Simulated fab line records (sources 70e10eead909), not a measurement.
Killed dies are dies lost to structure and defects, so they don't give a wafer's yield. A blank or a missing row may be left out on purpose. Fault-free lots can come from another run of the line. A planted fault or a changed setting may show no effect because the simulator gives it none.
2 desks, one fault    flow nand harc    what lay behind the numbers comes last; until then each desk has only its own

== DESK OF THE TOOL OWNER: pecvd onon-04 ==
The tool's own readings at NHARC_A_ONON_D1_DEP_03 (target thk 1000 nm): means of the sampled wafers that have a number, for each lot that ran on this tool. The brackets show how far a lot's mean lies from the usual mean; more than 4 standard deviations puts the lot out of limits, marked OUT.
Columns: A = sih4 flow sccm at NHARC_A_ONON_D1_DEP_03, usual 210.1 sccm
lot   first seen here  A
L811  day 7 16:14      208.8
L812  day 7 20:32      210.7
L817  day 10 11:31     209.9
L818  day 10 16:02     210.9
L820  day 11 15:19     210.0
L822  day 12 05:57     210.4
L823  day 12 17:59     210.3
L831  day 16 01:59     210.4
L832  day 16 11:44     209.9
This desk found nothing out of limits on any of the 9 lots.

== THE METROLOGY DESK ==
Lot by lot, what the gauges showed, no matter which tool ran the lot: averages of those sampled wafers that carry a number. The brackets show how far a lot's mean lies from the usual mean; more than 4 standard deviations puts the lot out of limits, marked OUT.
Columns: A = thk nm at NHARC_P_BONDPAD_THK_MEAS_20, usual 160.4 nm; B = thk nm at NHARC_A_ONON_D1_THK_MEAS_05, usual 1001 nm
lot   first seen here  A      B
L811  day 6 16:02      160.0  992
L812  day 6 21:22      160.3  1008
L813  day 7 15:25      161.6  1012
L816  day 8 14:09      160.4  987
L817  day 9 07:53      159.8  1013
L818  day 9 16:02      159.2  1019
L820  day 10 15:19     158.9  992
L822  day 11 04:27     160.1  1246 (+25) OUT
L823  day 11 17:41     159.9  1253 (+25) OUT
L831  day 15 02:20     161.9  1019
L832  day 15 11:10     159.4  1003
L833  day 15 23:38     160.0  1002
L834  day 16 14:01     160.4  988
Finding of this desk: L822, L823 out of limits; the first was L822 at day 12 06:21, on thk nm at NHARC_A_ONON_D1_THK_MEAS_05. L811, L812, L813, L816, L817, L818, L820, L831, L832, L833, L834: within limits.

== PUT TOGETHER ==
L822, L823 would have let the metrology desk raise an alarm at day 12 06:21.
The tool owner's desk saw nothing out of limits.
On record at the tool owner's desk: L822, L823, within its limits.
The lots listed all ran NHARC_A_ONON_D1_DEP_03 on pecvd onon-04.

== WHAT HAD BEEN PUT IN BY THE SIMULATOR ==
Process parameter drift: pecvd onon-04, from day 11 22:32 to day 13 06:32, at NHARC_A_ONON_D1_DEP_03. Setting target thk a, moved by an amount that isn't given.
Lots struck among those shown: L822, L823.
Time in hours between the start of the fault and the first out-of-limits reading at each desk: metrology desk, 8.
